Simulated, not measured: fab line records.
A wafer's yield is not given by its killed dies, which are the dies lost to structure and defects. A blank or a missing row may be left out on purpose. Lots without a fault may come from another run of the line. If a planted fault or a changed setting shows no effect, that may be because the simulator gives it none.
fab line records	flow n5-finfet
record: lots: 7	wafers: 39
route steps=1938 shown BEOL_M8@1377 BEOL_M10@1470
start-h: hours from the record's first day to the start of the lot's first wafer shown	wait-h: hours since the lot's step before	" repeats the value in the row above	L1.1+2: several wafers, shown together as one row	- no value, or no start given	* or withheld: withheld	< > ~ a bound
route shown NAME@n: NAME is a module with steps in the file, n the number in the route of the first one	usual: mean/standard deviation of fault-free wafers	same: alike in all rows	chamber/n: place in a boat	sites: readings site by site	_std_site: standard deviation of those values	_edge_site: inner sites' mean taken away from outer sites' mean	radius-mm: how far each site lies from the wafer's centre	mask NAME#n: copy n	behind: the most recent tool/chamber to have shaped the wafer	hold: why the lot was held/for how many hours/how that ended	device: the transistor (n, p or np) that didn't switch	end of line: at the end of the route, the tests of the same wafers	a step without rows: its recipe alone	killed: count of dies lost to structure and defects at first sort (not the wafer's yield)	map: per-die view of a wafer (x killed, . not killed, _ where there is no die)
set.NAME: the setting the step ran with; set.NAME@STEP: the setting that earlier step ran with	model.NAME: the simulator's own value behind a step, which no gauge read
lots run with intentionally changed settings; tables by step, rows by wafer
== steps ==
step: N5_BEOL_M8_TRENCH_ETCH_37
recipe: chemistry: C4F6/O2	target-depth-a: 934.78	target: SiCOH_lowk	time-s: 31.2	ion-energy-ev: 250	pressure-mtorr: 30	source-w: 345	bias-w: 185	Ar_flow_sccm: 300	C4F6_flow_sccm: 10	O2_flow_sccm: 10
lot.wafer	tool	chamber	start-h	wait-h	set.target-depth-a	model.BEOL_M8.feature-depth-nm	model.etch.depth-nm	model.TiN_of_BEOL_M8_HM_DEP_02.thk-nm
L075.4	rie-diel-03	2	-	-	934.78	93.8	93.72	17.4
L075.5	"	3	"	"	934.78	93	92.92	17.2
L075.6	"	0	"	"	934.78	96	95.96	17
L079.1	rie-diel-03	3	-	-	934.78	92.2	92.28	17
L079.2	"	2	"	"	934.78	93.4	93.4	17.2
L079.3	"	0	"	"	1085	110.6	110.6	16.8
L079.4	"	1	"	"	934.78	95.2	95.11	17.2
L079.5	"	0	"	"	1085	110.6	110.5	16.6
L079.6	"	3	"	"	1085	107.4	107.3	17
L083.1	rie-diel-01	3	-	-	934.78	94.6	94.64	17.6
L083.2	"	1	"	"	934.78	93.6	93.62	17.2
L083.3	"	2	"	"	934.78	90.2	90.26	17.6
L083.4	"	0	"	"	934.78	92.2	92.19	17.6
L083.5	"	2	"	"	934.78	90.8	90.85	17.4
L083.6	"	1	"	"	934.78	94.8	94.81	17.4
L082.1	rie-diel-04	1	-	-	687.6	68.8	68.87	18.4
L082.2	"	2	"	"	934.78	92.2	92.28	17.6
L082.3	"	0	"	"	934.78	95	95.08	17.4
L082.4	"	3	"	"	687.6	68	68	18.2
L082.5	"	1	"	"	687.6	69	69.07	18.2
L082.6	"	2	"	"	934.78	92.8	92.88	17.6
L084.1	rie-diel-03	1	-	-	1153	115.8	115.8	16.8
L084.2	"	3	"	"	934.78	92	91.9	17.4
L084.3	"	0	"	"	1153	117.2	117.2	16.2
L084.4	"	2	"	"	1153	113	113.1	16.6
L084.5	"	2	"	"	934.78	92.4	92.36	17.4
L084.6	"	3	"	"	934.78	92.8	92.82	17.4
L089.1	rie-diel-01	3	-	-	934.78	94.4	94.35	17.4
L089.2	"	1	"	"	934.78	94.6	94.62	17.4
L089.3	"	0	"	"	1323	130.4	130.3	16.4
L089.4	"	1	"	"	1323	135	135	16.2
L089.5	"	0	"	"	934.78	91.6	91.66	17.4
L089.6	"	3	"	"	1323	134.8	134.8	16.2
L093.1	rie-diel-01	1	-	-	934.78	95.2	95.15	17.2
L093.2	"	0	"	"	1409	140.4	140.4	15.8
L093.3	"	3	"	"	934.78	95.4	95.43	17
L093.4	"	2	"	"	1409	142.4	142.5	15.8
L093.5	"	1	"	"	934.78	94.8	94.78	17.4
L093.6	"	2	"	"	1409	142.6	142.6	15.8
step: N5_BEOL_M8_ETCH_41
recipe: chemistry: CH3F/O2	target: SiCN	target-depth-a: 319	taper-deg: 2	time-s: 57.8	ion-energy-ev: 120	mask-material: TiN	pressure-mtorr: 30	source-w: 395	bias-w: 75	Ar_flow_sccm: 150	CH3F_flow_sccm: 30	O2_flow_sccm: 20
step: N5_BEOL_M8_STRIP_80
recipe: chemistry: N2/H2	time-s: 10	power-w: 450	temp-c: 40	pressure-mtorr: 20	rf-frequency-hz: 6e+07	bias-power-w: 7	n2-flow-sccm: 200	h2-flow-sccm: 200
step: N5_BEOL_M8_OCD_MEAS_38
usual: trench-depth-nm: 93.5/1.4
lot.wafer	tool	chamber	start-h	wait-h	set.target-depth-a@BEOL_M8_TRENCH_ETCH_37	trench-depth-nm
L075.4	ocd-02	-	229.00	-	934.78	93.6
L075.5	"	-	"	"	934.78	93.3
L075.6	"	-	"	"	934.78	96.1
L079.1	ocd-02	-	250.85	-	934.78	92.1
L079.2	"	-	"	"	934.78	93.5
L079.3	"	-	"	"	1085	110.6
L079.4	"	-	"	"	934.78	94.8
L079.5	"	-	"	"	1085	110.4
L079.6	"	-	"	"	1085	107.4
L083.1	ocd-01	-	271.31	-	934.78	94.1
L083.2	"	-	"	"	934.78	93.9
L083.3	"	-	"	"	934.78	90.5
L083.4	"	-	"	"	934.78	91.7
L083.5	"	-	"	"	934.78	91.3
L083.6	"	-	"	"	934.78	95.0
L082.1	ocd-02	-	274.03	-	687.6	69.3
L082.2	"	-	"	"	934.78	92.8
L082.3	"	-	"	"	934.78	94.8
L082.4	"	-	"	"	687.6	68.1
L082.5	"	-	"	"	687.6	69.0
L082.6	"	-	"	"	934.78	92.8
L084.1	ocd-01	-	288.99	-	1153	115.9
L084.2	"	-	"	"	934.78	91.7
L084.3	"	-	"	"	1153	117.8
L084.4	"	-	"	"	1153	112.7
L084.5	"	-	"	"	934.78	92.8
L084.6	"	-	"	"	934.78	92.7
L089.1	ocd-02	-	302.53	-	934.78	94.2
L089.2	"	-	"	"	934.78	94.4
L089.3	"	-	"	"	1323	130.5
L089.4	"	-	"	"	1323	135.3
L089.5	"	-	"	"	934.78	91.8
L089.6	"	-	"	"	1323	135.1
L093.1	ocd-01	-	347.50	-	934.78	95.2
L093.2	"	-	"	"	1409	140.1
L093.3	"	-	"	"	934.78	95.4
L093.4	"	-	"	"	1409	142.6
L093.5	"	-	"	"	934.78	94.6
L093.6	"	-	"	"	1409	142.6
step: N5_BEOL_M8_HM_STRIP_39
recipe: chemistry: peroxide-tin-strip	material: TiN	target-depth-a: 250	temp-c: 50	time-s: 158
step: N5_BEOL_M8_SRD_40
recipe: time-s: 30	temp-c: 23	rinse-liquid: diw	dry: ipa-marangoni
step: N5_BEOL_M8_ECD_50
recipe: material: Cu	target-thk-a: 3000
step: N5_BEOL_M8_ANNEAL_51
recipe: temp-c: 225	time-s: 90	ambient: N2
step: N5_BEOL_M8_CMP_52
recipe: stop-on: SiCOH_lowk	t-overpolish-s: 6.9	down-force-psi: 1	platen-rpm: 50	clearing-platen-down-force-psi: 1.5	clearing-platen-rpm: 50	post-cmp-clean: cu-alkaline	target-thk-nm: 80	clearing-platen-pad-velocity-m-s: 0.99484	pad-velocity-m-s: 0.99484
lot.wafer	tool	chamber	start-h	wait-h	set.target-depth-a@BEOL_M8_TRENCH_ETCH_37	model.Cu_of_BEOL_M8_ECD_50.thk-nm
L075.4	cmp-03	2	231.00	0.1	934.78	80.6
L075.5	"	2	"	"	934.78	81.6
L075.6	"	3	"	"	934.78	82.2
L079.2	cmp-03	1	254.51	0.4	934.78	79.8
L079.4	"	2	"	"	934.78	83.4
L079.1	"	3	"	"	934.78	80.4
L079.3	"	0	"	"	1085	98.4
L079.5	"	1	"	"	1085	97.6
L079.6	"	2	"	"	1085	95
L083.3	cmp-03	1	274.60	0.2	934.78	76.2
L083.4	"	2	"	"	934.78	78.8
L083.1	"	3	"	"	934.78	80
L083.2	"	0	"	"	934.78	79.4
L083.6	"	1	"	"	934.78	80.8
L083.5	"	2	"	"	934.78	77.6
L082.1	cmp-02	0	277.91	0.3	687.6	54.8
L082.3	"	1	"	"	934.78	82
L082.4	"	2	"	"	687.6	54
L082.2	"	3	"	"	934.78	78.6
L082.5	"	0	"	"	687.6	55
L082.6	"	1	"	"	934.78	79.8
L084.4	cmp-04	3	291.18	0.1	1153	98.4
L084.3	"	0	"	"	1153	100.6
L084.1	"	1	"	"	1153	100.2
L084.2	"	2	"	"	934.78	77
L084.6	"	3	"	"	934.78	79
L084.5	"	0	"	"	934.78	76.2
L089.2	cmp-03	2	305.29	0.2	934.78	81
L089.1	"	3	"	"	934.78	78.6
L089.4	"	0	"	"	1323	121.6
L089.3	"	1	"	"	1323	116.4
L089.6	"	2	"	"	1323	122.4
L089.5	"	3	"	"	934.78	77.8
L093.4	cmp-04	2	351.35	0.5	1409	128.8
L093.1	"	3	"	"	934.78	80
L093.2	"	0	"	"	1409	126.6
L093.3	"	1	"	"	934.78	81.6
L093.6	"	2	"	"	1409	129.2
L093.5	"	3	"	"	934.78	79.6
step: N5_BEOL_M8_THK_MEAS_53
recipe: thk-meas-gauge: xrf	reads: Cu_of_BEOL_M8_ECD_50
usual: M8_THK: 80.5/1.9
lot.wafer	tool	chamber	start-h	wait-h	set.target-depth-a@BEOL_M8_TRENCH_ETCH_37	M8_THK[nm]
L075.4	film-metro-01	-	231.30	-	934.78	81.5
L075.5	"	-	"	"	934.78	82.8
L075.6	"	-	"	"	934.78	82.9
L079.1	film-metro-02	-	254.80	-	934.78	81.3
L079.2	"	-	"	"	934.78	80.6
L079.3	"	-	"	"	1085	99.5
L079.4	"	-	"	"	934.78	84.3
L079.5	"	-	"	"	1085	98.8
L079.6	"	-	"	"	1085	95.8
L083.1	film-metro-02	-	274.89	-	934.78	81.2
L083.2	"	-	"	"	934.78	79.9
L083.3	"	-	"	"	934.78	76.8
L083.4	"	-	"	"	934.78	78.9
L083.5	"	-	"	"	934.78	78.3
L083.6	"	-	"	"	934.78	81.8
L082.1	film-metro-01	-	278.20	-	687.6	55.5
L082.2	"	-	"	"	934.78	79.8
L082.3	"	-	"	"	934.78	83.3
L082.4	"	-	"	"	687.6	54.8
L082.5	"	-	"	"	687.6	55.8
L082.6	"	-	"	"	934.78	80.8
L084.1	film-metro-02	-	291.48	-	1153	101.2
L084.2	"	-	"	"	934.78	77.9
L084.3	"	-	"	"	1153	101.3
L084.4	"	-	"	"	1153	100.0
L084.5	"	-	"	"	934.78	77.0
L084.6	"	-	"	"	934.78	79.9
L089.1	film-metro-01	-	305.59	-	934.78	79.8
L089.2	"	-	"	"	934.78	82.0
L089.3	"	-	"	"	1323	117.6
L089.4	"	-	"	"	1323	122.8
L089.5	"	-	"	"	934.78	79.3
L089.6	"	-	"	"	1323	124.0
L093.1	film-metro-02	-	351.64	-	934.78	81.0
L093.2	"	-	"	"	1409	128.1
L093.3	"	-	"	"	934.78	81.8
L093.4	"	-	"	"	1409	130.0
L093.5	"	-	"	"	934.78	80.1
L093.6	"	-	"	"	1409	129.8
step: N5_BEOL_M8_PRE_CLEAN_55
recipe: gas: NH3	time-s: 15	temp-c: withheld	rf-power-w: 300
step: N5_BEOL_M8_DEP_56
recipe: material: SiCN	target-thk-a: 100	temp-c: withheld	precursor: 3MS/NH3	pressure-torr: 3	rf-w: 202	time-s: 17.5
step: N5_BEOL_M8_RS_MEAS_57
recipe: thk-meas-gauge: four-point-probe	reads: Cu_of_BEOL_M8_ECD_50+Co_of_BEOL_M8_CVD_78+TaN_of_BEOL_M8_ALD_77
usual: M8_RS: 0.286/0.0072
lot.wafer	tool	chamber	start-h	wait-h	set.target-depth-a@BEOL_M8_TRENCH_ETCH_37	M8_RS[ohm/sq]
L075.4	film-metro-01	-	231.47	0.1	934.78	0.284
L075.5	"	-	"	"	934.78	0.279
L075.6	"	-	"	"	934.78	0.277
L079.1	film-metro-02	-	254.94	0.1	934.78	0.284
L079.2	"	-	"	"	934.78	0.286
L079.3	"	-	"	"	1085	0.225
L079.4	"	-	"	"	934.78	0.272
L079.5	"	-	"	"	1085	0.226
L079.6	"	-	"	"	1085	0.233
L083.1	film-metro-02	-	275.02	0.1	934.78	0.285
L083.2	"	-	"	"	934.78	0.288
L083.3	"	-	"	"	934.78	0.302
L083.4	"	-	"	"	934.78	0.291
L083.5	"	-	"	"	934.78	0.296
L083.6	"	-	"	"	934.78	0.282
L082.1	film-metro-02	-	278.34	0.1	687.6	0.450
L082.2	"	-	"	"	934.78	0.291
L082.3	"	-	"	"	934.78	0.277
L082.4	"	-	"	"	687.6	0.460
L082.5	"	-	"	"	687.6	0.449
L082.6	"	-	"	"	934.78	0.287
L084.1	film-metro-02	-	291.61	0.1	1153	0.220
L084.2	"	-	"	"	934.78	0.299
L084.3	"	-	"	"	1153	0.219
L084.4	"	-	"	"	1153	0.225
L084.5	"	-	"	"	934.78	0.302
L084.6	"	-	"	"	934.78	0.291
L089.1	film-metro-02	-	305.72	0.1	934.78	0.292
L089.2	"	-	"	"	934.78	0.281
L089.3	"	-	"	"	1323	0.186
L089.4	"	-	"	"	1323	0.177
L089.5	"	-	"	"	934.78	0.295
L089.6	"	-	"	"	1323	0.176
L093.1	film-metro-01	-	351.77	0.1	934.78	0.286
L093.2	"	-	"	"	1409	0.169
L093.3	"	-	"	"	934.78	0.279
L093.4	"	-	"	"	1409	0.166
L093.5	"	-	"	"	934.78	0.287
L093.6	"	-	"	"	1409	0.165
step: N5_BEOL_M10_ILD_DEP_00
recipe: material: SiCOH_lowk	target-thk-a: 3085.1	temp-c: 300	precursor: DEMS/porogen	pressure-torr: 5	rf-w: 500	time-s: 58
lot.wafer	tool	chamber	start-h	wait-h	set.time-s	model.SiCOH_lowk_of_BEOL_M10_ILD_DEP_00.thk-nm
L075.4	pecvd-04	2	241.53	0.1	58	309.2
L075.5	"	0	"	"	58	310.4
L075.6	"	1	"	"	58	308.2
L079.1	pecvd-01	0	263.55	0.0	81.18	426.4
L079.2	"	2	"	"	81.18	427.4
L079.3	"	1	"	"	58	308.8
L079.4	"	0	"	"	58	313
L079.5	"	1	"	"	81.18	436
L079.6	"	2	"	"	58	311
L083.1	pecvd-04	0	283.85	0.0	58	305.4
L083.2	"	1	"	"	48.15	255.2
L083.3	"	2	"	"	58	307
L083.4	"	1	"	"	48.15	262.8
L083.5	"	2	"	"	48.15	260.8
L083.6	"	0	"	"	58	309.8
L082.1	pecvd-01	0	285.57	0.0	88.7	462.4
L082.2	"	1	"	"	58	307.4
L082.3	"	2	"	"	88.7	461.8
L082.4	"	0	"	"	58	306.4
L082.5	"	2	"	"	58	310
L082.6	"	1	"	"	88.7	474.2
L084.1	pecvd-03	1	299.35	0.0	58	306.2
L084.2	"	2	"	"	58	304.6
L084.3	"	0	"	"	58	304
L084.4	"	2	"	"	58	312
L084.5+6	"	0,1	"	"	58	310.4
L089.1	pecvd-03	2	313.49	0.0	58	308
L089.2+3	"	1,0	"	"	58	305.4
L089.4	"	2	"	"	58	312.6
L089.5	"	0	"	"	58	308.6
L089.6	"	1	"	"	58	314
L093.1	pecvd-03	2	359.21	0.0	58	304.6
L093.2	"	1	"	"	58	309.8
L093.3	"	0	"	"	58	302.4
L093.4	"	0	"	"	58	312
L093.5	"	1	"	"	58	306.8
L093.6	"	2	"	"	58	309
step: N5_BEOL_M10_CURE_71
recipe: temp-c: 385	time-s: 240	ambient: He/Ar	material: SiCOH_lowk
lot.wafer	tool	chamber	start-h	wait-h	set.time-s@BEOL_M10_ILD_DEP_00	model.SiCOH_lowk_of_BEOL_M10_ILD_DEP_00.thk-nm
L075.4	uv-cure-03	1	241.82	0.3	58	268.6
L075.5	"	1	"	"	58	269.6
L075.6	"	1	"	"	58	267.6
L079.1	uv-cure-01	2	263.63	0.0	81.18	372.8
L079.2	"	2	"	"	81.18	373.8
L079.3	"	2	"	"	58	268.2
L079.4	"	2	"	"	58	272
L079.5	"	2	"	"	81.18	381.4
L079.6	"	2	"	"	58	270.2
L083.1	uv-cure-03	0	284.13	0.3	58	265.2
L083.2	"	0	"	"	48.15	221
L083.3	"	0	"	"	58	266.8
L083.4	"	0	"	"	48.15	227.8
L083.5	"	0	"	"	48.15	226
L083.6	"	0	"	"	58	269.2
L082.1	uv-cure-03	0	286.05	0.5	88.7	405.2
L082.2	"	0	"	"	58	267
L082.3	"	0	"	"	88.7	404.6
L082.4	"	0	"	"	58	266.2
L082.5	"	0	"	"	58	269.4
L082.6	"	0	"	"	88.7	415.6
L084.1	uv-cure-01	0	299.43	0.0	58	265.8
L084.2	"	0	"	"	58	264.6
L084.3	"	0	"	"	58	264
L084.4	"	0	"	"	58	271
L084.5+6	"	0	"	"	58	269.6
L089.1	uv-cure-01	2	313.57	0.0	58	267.6
L089.2+3	"	2	"	"	58	265.2
L089.4	"	2	"	"	58	271.6
L089.5	"	2	"	"	58	268
L089.6	"	2	"	"	58	272.8
L093.1	uv-cure-01	0	359.29	0.0	58	264.6
L093.2	"	0	"	"	58	269.2
L093.3	"	0	"	"	58	262.6
L093.4	"	0	"	"	58	271.2
L093.5	"	0	"	"	58	266.6
L093.6	"	0	"	"	58	268.4
step: N5_BEOL_M10_THK_MEAS_01
recipe: reads: SiCOH_lowk_of_BEOL_M10_ILD_DEP_00
usual: M10_ILD_THK: 268.2/2.9
lot.wafer	tool	chamber	start-h	wait-h	set.time-s@BEOL_M10_ILD_DEP_00	M10_ILD_THK[nm]
L075.4	film-metro-01	-	242.10	0.2	58	268.8
L075.5	"	-	"	"	58	269.6
L075.6	"	-	"	"	58	267.6
L079.1	film-metro-02	-	264.14	0.4	81.18	372.9
L079.2	"	-	"	"	81.18	373.7
L079.3	"	-	"	"	58	268.3
L079.4	"	-	"	"	58	271.7
L079.5	"	-	"	"	81.18	381.5
L079.6	"	-	"	"	58	270.2
L083.1	film-metro-02	-	284.64	0.4	58	265.4
L083.2	"	-	"	"	48.15	221.1
L083.3	"	-	"	"	58	266.5
L083.4	"	-	"	"	48.15	227.8
L083.5	"	-	"	"	48.15	226.1
L083.6	"	-	"	"	58	269.1
L082.1	film-metro-01	-	286.56	0.4	88.7	405.3
L082.2	"	-	"	"	58	267.2
L082.3	"	-	"	"	88.7	404.7
L082.4	"	-	"	"	58	266.3
L082.5	"	-	"	"	58	269.3
L082.6	"	-	"	"	88.7	415.6
L084.1	film-metro-01	-	299.94	0.4	58	265.8
L084.2	"	-	"	"	58	264.5
L084.3	"	-	"	"	58	263.8
L084.4	"	-	"	"	58	271.1
L084.5	"	-	"	"	58	269.8
L084.6	"	-	"	"	58	269.5
L089.1	film-metro-01	-	314.09	0.4	58	267.8
L089.2	"	-	"	"	58	265.3
L089.3	"	-	"	"	58	265.5
L089.4	"	-	"	"	58	271.6
L089.5	"	-	"	"	58	268.3
L089.6	"	-	"	"	58	272.9
L093.1	film-metro-01	-	359.80	0.4	58	264.6
L093.2	"	-	"	"	58	269.2
L093.3	"	-	"	"	58	262.7
L093.4	"	-	"	"	58	271.1
L093.5	"	-	"	"	58	266.6
L093.6	"	-	"	"	58	268.3
== key ==
split: step: N5_BEOL_M8_TRENCH_ETCH_37	setting: target-depth-a	stated: 934.78	by: wafer
response: step: N5_BEOL_M8_TRENCH_ETCH_37	reading: model.BEOL_M8.feature-depth-nm	change: +0.943	per: 1%	r: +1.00
response: step: N5_BEOL_M8_TRENCH_ETCH_37	reading: model.etch.depth-nm	change: +0.943	per: 1%	r: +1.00
response: step: N5_BEOL_M8_TRENCH_ETCH_37	reading: model.TiN_of_BEOL_M8_HM_DEP_02.thk-nm	change: -0.0281	per: 1%	r: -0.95
response: step: N5_BEOL_M8_OCD_MEAS_38	reading: trench-depth-nm	change: +0.945	per: 1%	r: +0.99
response: step: N5_BEOL_M8_CMP_52	reading: model.Cu_of_BEOL_M8_ECD_50.thk-nm	change: +0.962	per: 1%	r: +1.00
response: step: N5_BEOL_M8_THK_MEAS_53	reading: M8_THK	change: +0.971	per: 1%	r: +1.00
response: step: N5_BEOL_M8_RS_MEAS_57	reading: M8_RS	shape: bent	at-lowest: 0.453	at-stated: 0.287	at-highest: 0.167
split: step: N5_BEOL_M10_ILD_DEP_00	setting: time-s	stated: 58	by: wafer
response: step: N5_BEOL_M10_ILD_DEP_00	reading: model.SiCOH_lowk_of_BEOL_M10_ILD_DEP_00.thk-nm	change: +2.97	per: 1%	r: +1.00
response: step: N5_BEOL_M10_CURE_71	reading: model.SiCOH_lowk_of_BEOL_M10_ILD_DEP_00.thk-nm	change: +2.65	per: 1%	r: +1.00
response: step: N5_BEOL_M10_THK_MEAS_01	reading: M10_ILD_THK	change: +2.65	per: 1%	r: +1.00
